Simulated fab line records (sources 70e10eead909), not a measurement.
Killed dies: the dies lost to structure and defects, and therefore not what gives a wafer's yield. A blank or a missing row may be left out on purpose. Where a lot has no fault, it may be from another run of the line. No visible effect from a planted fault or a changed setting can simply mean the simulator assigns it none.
8D (eight disciplines) problem report, filled in by code ; flow nand_harc ; the parts of the form that need people (team, actions taken, sign-off) are left out

## 1. PROBLEM STATEMENT
oes_product_au at NHARC_A_BONDPAD_ETCH_34 reads a mean of 0.816 a.u. on 3 wafers of 2 lots; wafers without a fault read 1.001 a.u. with a standard deviation of 0.0076. Relative to the usual mean, that is a shift of -24 standard deviations.
The step: etches the open film in N2/H2, target depth 60 nm, overetch 18 nm, time 65.91 s.
First observed at day 27 16:31: wafer L291.3, on rie_diel-02. The record has a number at this step for 42 wafers belonging to 14 lots. Rule for "out", or "out of limits": more than 4 standard deviations from the usual mean. Any other wafer with a number is counted as sound.

## 2. WHAT IT IS, AND WHAT IT ISN'T
question;is;is not
which readings at this step;oes_product_au;bias_w, drypump_motor_current_A, rf_vpp_V, showerhead_plenum_p_Torr
which lots;L291, L293;L280, L281, L282, L283, L286, L288, L289, L296, L297, L298, L299, L302
which wafers of those lots;L291.3, L291.6, L293.6;L291.5, L293.2, L293.5
read on which tools;rie_diel-02;rie_diel-12, rie_diel-13
when;from day 27 16:31;"up to then (22 sound wafers); but 17 sound wafers of L293, L296, L297, L298, L299, L302 came after"

## 3. SUSPECTS, AND WHAT RULES EACH OUT
Counting: a tool at a process step up to the reading stays a suspect if it ran every lot that is out. Sound lots after the first of them don't rule it out here, since some wafers of a struck lot are sound.
- pvd_sputter-02 at NHARC_A_M1_PVD_20 (deposits TaN, target thk 5 nm, time 8.06 s): kept. Every lot that is out went through it, the first being L291 (day 27 16:31); the last sound lot it ran before that was L289 (day 26 23:04). NHARC_A_M1_PVD_20 gives no start for some lots, so the hours and the order of its lots are those of NHARC_A_BONDPAD_ETCH_34.
- rie_diel-02 at NHARC_A_BONDPAD_ETCH_34 (etches the open film in N2/H2, target depth 60 nm, overetch 18 nm, time 65.91 s): kept. Every lot that is out went through it, the first being L291 (day 27 16:31); the last sound lot it ran before that was L289 (day 26 23:04). On those wafers its own readings are out: oes_product_au.
The count leaves rie_diel-02 at NHARC_A_BONDPAD_ETCH_34 and pvd_sputter-02 at NHARC_A_M1_PVD_20.

## 4. THE CAUSE (what the simulator had put in)
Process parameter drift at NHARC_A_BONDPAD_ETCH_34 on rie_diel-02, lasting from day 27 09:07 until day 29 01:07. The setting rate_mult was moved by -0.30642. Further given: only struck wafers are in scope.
2 suspects survive the count, and this tool is in that group.

## 5. THE EFFECT CHAIN, in route order
One row per reading whose mean, taken over the struck wafers that have a number, lies over 3 standard deviations from the usual. Readings are gone through only where the record gives a usual standard deviation; hours: the median, over the lots, of the time from a lot's start at the first step in this table giving one to that lot's start at this step; sigmas: the change measured in usual standard deviations.
hours;step;reading;usual;on struck wafers;change;sigmas
0;NHARC_A_BONDPAD_ETCH_34;oes_product_au;1.001 a.u.;0.816;-0.185;-24
Its process steps:
- NHARC_A_BONDPAD_ETCH_34: etches the open film in N2/H2, target depth 60 nm, overetch 18 nm, time 65.91 s.

## 6. HOW IT WOULD HAVE BEEN CAUGHT EARLIER
7 hours passed between the start of the fault at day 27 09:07 and the first reading out of limits in this record, taken at day 27 16:31.
